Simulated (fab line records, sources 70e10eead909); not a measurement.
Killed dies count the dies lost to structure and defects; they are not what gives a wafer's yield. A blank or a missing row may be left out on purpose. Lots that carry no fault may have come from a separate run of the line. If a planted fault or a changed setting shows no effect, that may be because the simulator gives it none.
fab line records	flow nandHarc
record lots=13	wafers=39	lastDay=34
route steps=1302 shown A_SLIT@934 A_WL_FILL@952
lots that met no fault: from a run of the same line without faults
startH: hours from the record's opening day to when the first of the lot's shown wafers began	waitH: time in hours since the lot's previous step	" the same as in the row above	L1.1+2: several wafers, shown together as one row	- no value present, or no start provided	* or withheld: withheld	< > ~ a bound
route shown NAME@n: a module of which the file shows steps, and the number in the route of the first	usual: mean/standard deviation of fault-free wafers	same: alike in all rows	chamber/n: place in a boat	sites: each site's reading	_std_site: their standard deviation	_edge_site: inner sites' mean taken away from outer sites' mean	radiusMm: for every site, how far away it sits from the centre of the wafer	mask NAME#n: copy n	behind: the last tool/chamber to shape the wafer	hold: cause of the lot's hold/its duration in hours/its outcome	device: whichever transistor did not switch (one of n, p or np)	end of line: the tests these same wafers got at the end of their route	a step given without rows: its recipe and nothing more	killed: not the wafer's yield, but the dies lost to structure and defects at the first sort	map: per-die view of a wafer (x killed, . not killed, _ where there is no die)
set.NAME: the setting the step ran with; set.NAME@STEP: the setting that earlier step ran with	model.NAME: the simulator's own value behind a step, which no gauge read
route steps across a sampled set of lots; one table per step, one row per wafer
services: from which hour (startH, from the record's first day; less than 0 if before it) a tool's chamber was out of use, for how many hours, and why
## steps
# step NHARC_A_SLIT_OVL_MEAS_10
# usual overlayXNm=0.3/0.9	overlayYNm=-0.5/0.87
lot.wafer	tool	chamber	startH	waitH	overlayXNm	overlayYNm
L650.3	overlay-01	-	458.56	-	0.3	-1.5
L650.4	"	-	"	"	0.3	-1.4
L650.6	"	-	"	"	0.1	-0.8
L651.1	overlay-01	-	458.76	-	-0.3	0.9
L651.2	"	-	"	"	0.3	0.9
L651.4	"	-	"	"	0.7	0.9
L653.1	overlay-02	-	478.46	-	0.8	-1.9
L653.3	"	-	"	"	0.5	-1.6
L653.5	"	-	"	"	1.1	-1.8
L655.1	overlay-02	-	494.40	-	0.4	-1.6
L655.4	"	-	"	"	0.3	-1.1
L655.5	"	-	"	"	0.4	-1.3
L658.1	overlay-01	-	546.45	-	1.7	-1.3
L658.2	"	-	"	"	0.8	-1.1
L658.6	"	-	"	"	1.5	-1.5
L657.2	overlay-02	-	547.15	-	-1.4	0.3
L657.5	"	-	"	"	-1.3	0.1
L657.6	"	-	"	"	-1.9	0.2
L659.1	overlay-02	-	547.84	-	0.0	-1.4
L659.2	"	-	"	"	0.5	-1.2
L659.6	"	-	"	"	0.6	-1.2
L660.1	overlay-02	-	551.59	-	-0.8	-0.3
L660.3	"	-	"	"	-1.1	-0.7
L660.6	"	-	"	"	-0.8	-0.1
L662.2	overlay-02	-	574.58	-	1.1	0.7
L662.4	"	-	"	"	1.1	0.7
L662.6	"	-	"	"	0.9	0.7
L661.1	overlay-01	-	574.74	-	-0.1	0.2
L661.2	"	-	"	"	-0.2	0.1
L661.5	"	-	"	"	0.0	0.0
L671.1	overlay-01	-	670.73	-	0.7	0.1
L671.3	"	-	"	"	-0.2	0.0
L671.5	"	-	"	"	0.2	-0.3
L672.2	overlay-01	-	689.27	-	-0.7	-1.5
L672.5	"	-	"	"	-1.3	-1.8
L672.6	"	-	"	"	-0.3	-2.1
L673.1	overlay-02	-	689.43	-	1.0	-0.3
L673.4	"	-	"	"	0.5	0.6
L673.5	"	-	"	"	1.0	-0.5
# step NHARC_A_WL_FILL_ALD_00
# recipe targetThkA=30	pulseTimeS=3	aldCycles=30	tempC=300	material=Al2O3
# usual heaterPowerW=479/41	precursorPulseHeightRel=0.997/0.021	susceptorTempC=299.99/0.19
lot.wafer	tool	chamber	startH	waitH	heaterPowerW	precursorPulseHeightRel	susceptorTempC
L651.4	aldHk-03	0	471.67	0.1	472	0.990	299.93
L651.2	"	2	"	"	436	0.991	299.86
L651.1	"	3	"	"	510	1.018	300.12
L650.3	aldHk-04	1	471.70	0.1	541	0.995	300.09
L650.4	"	2	"	"	478	1.034	299.92
L650.6	"	0	"	"	507	1.011	299.99
L653.3	aldHk-03	3	491.48	0.1	501	1.014	300.01
L653.1	"	1	"	"	435	1.010	299.87
L653.5	"	0	"	"	472	0.986	299.87
L655.4	aldHk-03	2	507.56	0.1	444	1.004	300.09
L655.1	"	3	"	"	509	0.993	299.77
L655.5	"	2	"	"	431	1.019	300.00
L658.2	aldHk-03	1	560.63	0.1	433	0.959	299.92
L658.1	"	2	"	"	438	1.015	300.06
L658.6	"	1	"	"	429	0.995	300.13
L657.2	aldHk-02	3	563.84	0.1	495	0.961	-
L657.6	"	2	"	"	399	0.968	-
L657.5	"	3	"	"	499	0.987	-
L659.1	aldHk-02	0	564.03	0.3	474	1.008	300.11
L659.2	"	1	"	"	555	0.998	300.00
L659.6	"	3	"	"	500	0.986	300.38
L660.3	aldHk-02	3	568.59	0.1	506	0.952	299.51
L660.1	"	1	"	"	542	1.030	299.90
L660.6	"	0	"	"	480	1.032	300.34
L662.4	aldHk-02	0	587.66	0.1	475	1.034	300.09
L662.2	"	2	"	"	413	1.009	304.64
L662.6	"	0	"	"	467	1.040	300.12
L661.1	aldHk-02	2	589.90	0.1	417	1.029	304.85
L661.2	"	3	"	"	510	0.988	300.02
L661.5	"	1	"	"	536	1.008	299.99
L671.3	aldHk-03	1	685.43	0.1	441	0.996	299.49
L671.1	"	2	"	"	436	0.985	299.72
L671.5	"	1	"	"	445	0.998	299.59
L673.4	aldHk-03	3	702.59	0.1	509	1.003	299.88
L673.1	"	2	"	"	428	0.994	299.66
L673.5	"	3	"	"	479	0.986	300.35
L672.2	aldHk-04	3	702.59	0.1	524	1.002	299.77
L672.6	"	3	"	"	534	1.023	299.78
L672.5	"	0	"	"	485	0.994	299.82
# step NHARC_A_WL_FILL_ETCHBACK_04
# recipe targetDepthA=600	timeS=120	chemistry=NF3
# usual drypumpMotorCurrentA=6.0/0.31	oesProductAu=1.001/0.0083
lot.wafer	tool	chamber	startH	waitH	drypumpMotorCurrentA	oesProductAu	rfHoursCounterH
L651.1	rieMetal-03	0	472.99	0.3	5.5	1.001	1.8
L651.2	"	1	"	"	6.3	0.993	1.8
L651.4	"	1	"	"	6.3	0.993	-
L650.4	rieMetal-01	1	473.09	0.3	6.0	1.005	-
L650.3	"	0	"	"	6.1	0.997	-
L650.6	"	0	"	"	6.2	0.998	-
L653.1	rieMetal-03	1	492.80	0.4	6.3	0.999	2.3
L653.3	"	1	"	"	6.3	0.995	-
L653.5	"	1	"	"	6.3	1.000	-
L655.1	rieMetal-03	0	508.88	0.4	5.5	1.006	2.8
L655.4	"	1	"	"	6.3	1.013	-
L655.5	"	0	"	"	5.5	1.000	-
L658.2	rieMetal-02	1	561.92	0.3	5.8	1.002	1.4
L658.1	"	0	"	"	6.4	0.987	1.4
L658.6	"	0	"	"	6.4	0.987	-
L657.2	rieMetal-03	1	565.12	0.3	6.3	0.993	0.4
L657.5	"	0	"	"	5.5	1.005	-
L657.6	"	1	"	"	6.3	1.004	-
L659.2	rieMetal-01	1	565.50	0.3	6.0	0.985	2.5
L659.1	"	0	"	"	6.2	1.001	2.5
L659.6	"	0	"	"	6.2	0.993	-
L660.1	rieMetal-02	1	570.09	0.3	5.8	0.999	1.6
L660.3	"	1	"	"	5.8	0.996	-
L660.6	"	1	"	"	5.8	1.003	-
L662.2	rieMetal-01	1	589.06	0.4	6.0	1.025	0.0
L662.4	"	1	"	"	6.0	1.012	-
L662.6	"	1	"	"	6.0	1.017	-
L661.2	rieMetal-03	1	591.13	0.3	6.3	1.005	1.2
L661.1	"	0	"	"	5.5	1.002	1.2
L661.5	"	0	"	"	5.5	1.002	-
L671.1	rieMetal-03	1	686.72	0.3	6.3	1.009	2.5
L671.3	"	0	"	"	5.5	1.004	-
L671.5	"	1	"	"	6.3	1.006	-
L673.1	rieMetal-01	1	703.92	0.4	6.0	0.992	2.2
L673.4	"	1	"	"	6.0	1.003	-
L673.5	"	0	"	"	6.2	0.988	-
L672.2	rieMetal-02	1	703.92	0.4	5.8	1.001	1.3
L672.5	"	0	"	"	6.4	0.989	-
L672.6	"	1	"	"	5.8	1.008	-
# step NHARC_A_WL_FILL_ETCHBACK_05
# recipe targetDepthA=220	timeS=60	tempC=40	chemistry=Cl2/BCl3
# usual drypumpMotorCurrentA=6.0/0.31	oesProductAu=1.000/0.0082	tempC=39.99/0.1
lot.wafer	tool	chamber	startH	waitH	drypumpMotorCurrentA	oesProductAu	rfHoursCounterH	tempC
L651.2	rieMetal-03	0	473.23	0.2	5.5	1.011	1.9	40.04
L651.1	"	1	"	"	6.3	1.001	1.9	39.96
L651.4	"	1	"	"	6.3	1.002	-	39.93
L650.4	rieMetal-01	0	473.29	0.2	6.2	0.998	-	40.00
L650.3	"	1	"	"	6.0	1.000	-	40.07
L650.6	"	1	"	"	6.0	1.000	-	40.14
L653.1	rieMetal-03	0	493.02	0.2	5.5	0.999	2.5	39.84
L653.3	"	1	"	"	6.3	0.994	-	39.83
L653.5	"	0	"	"	5.5	0.991	-	40.00
L655.1	rieMetal-03	1	509.10	0.2	6.3	1.006	2.9	40.01
L655.4	"	1	"	"	6.3	1.007	-	40.05
L655.5	"	1	"	"	6.3	0.993	-	40.09
L658.2	rieMetal-02	0	562.16	0.2	6.4	0.982	1.5	40.04
L658.1	"	1	"	"	5.8	0.997	1.5	40.08
L658.6	"	0	"	"	6.4	0.993	-	40.10
L657.2	rieMetal-03	1	565.35	0.2	6.3	0.991	0.6	39.89
L657.5	"	0	"	"	5.5	1.006	-	40.10
L657.6	"	1	"	"	6.3	0.988	-	40.09
L659.1	rieMetal-01	1	565.75	0.2	6.0	1.010	2.7	40.05
L659.2	"	0	"	"	6.1	1.006	2.7	40.00
L659.6	"	0	"	"	6.2	0.996	-	39.93
L660.1	rieMetal-02	0	570.31	0.2	6.4	0.989	1.7	39.95
L660.3	"	0	"	"	6.4	0.993	-	40.03
L660.6	"	0	"	"	6.4	0.991	-	40.10
L662.2	rieMetal-01	1	589.28	0.2	6.0	1.015	0.1	39.92
L662.4	"	0	"	"	6.2	0.992	-	39.91
L662.6	"	0	"	"	6.2	1.002	-	39.81
L661.2	rieMetal-03	0	591.37	0.2	5.5	0.990	1.3	40.06
L661.1	"	1	"	"	6.3	1.005	1.3	39.85
L661.5	"	1	"	"	6.3	0.989	-	39.98
L671.1	rieMetal-03	1	686.93	0.2	6.3	0.992	2.6	40.00
L671.3	"	0	"	"	5.5	1.002	-	40.08
L671.5	"	1	"	"	6.3	0.991	-	40.11
L672.2	rieMetal-02	0	704.13	0.2	6.4	0.996	1.4	39.98
L672.5	"	0	"	"	6.4	0.982	-	40.00
L672.6	"	1	"	"	5.8	1.003	-	40.20
L673.1	rieMetal-01	0	704.32	0.4	6.1	0.997	2.5	39.96
L673.4	"	1	"	"	6.0	1.007	-	39.99
L673.5	"	1	"	"	6.0	1.017	-	39.98
## services
tool	chamber	startH	hours	kind
rieMetal-02	-	454.00	9.0	pm
rieMetal-02	0	454.00	9.0	ventCycle
aldHk-03	-	464.29	0.4	repair
rieMetal-03	-	519.00	9.0	pm
rieMetal-03	0	519.00	9.0	ventCycle
rieMetal-03	1	519.00	9.0	ventCycle
aldHk-02	-	526.08	10.0	pm
rieMetal-03	0	528.00	-	clean
rieMetal-03	1	528.00	-	clean
aldHk-03	-	568.85	10.0	pm
rieMetal-01	-	575.01	9.0	pm
rieMetal-01	0	575.01	9.0	ventCycle
rieMetal-01	1	575.01	9.0	ventCycle
rieMetal-01	0	584.01	-	clean
rieMetal-01	1	584.01	-	clean
aldHk-04	-	612.30	10.0	pm
rieMetal-03	1	621.01	3.6	repair
rieMetal-02	0	627.65	28.7	repair
rieMetal-02	-	631.00	9.0	pm
rieMetal-01	-	631.44	0.6	repair
rieMetal-02	1	653.95	6.6	repair
rieMetal-03	-	696.00	9.0	pm
rieMetal-03	0	696.00	9.0	ventCycle
rieMetal-03	1	696.00	9.0	ventCycle
## key
firstSign step=NHARC_A_WL_FILL_ALD_00	reading=susceptorTempC	direction=up	sigmas=25	usual=*	struck=*
effect none on later readings
metAt NHARC_A_WL_FILL_ALD_00
struckLots L661,L662
struckWafers L661.1,L662.2
testerLeftOut L661,L662
notActingAt NHARC_A_SLIT_OVL_MEAS_10,NHARC_A_WL_FILL_ETCHBACK_04,NHARC_A_WL_FILL_ETCHBACK_05
onsetBetween 563.84 587.66
fault kind=processParameterDrift	tool=aldHk-02	chamber=2	onsetH=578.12	steps=NHARC_A_WL_FILL_ALD_00	channel=tempC	offset=*	shape=step	endH=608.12	actsIn=*	stated=*
# testerLeftOut: of these lots the tester's yield and bins aren't shown, on N5 and GAA mostly nor the transistor test; their killed dies are dies lost to structure and defects alone, not to doping, threshold or leakage, so they don't give the yield
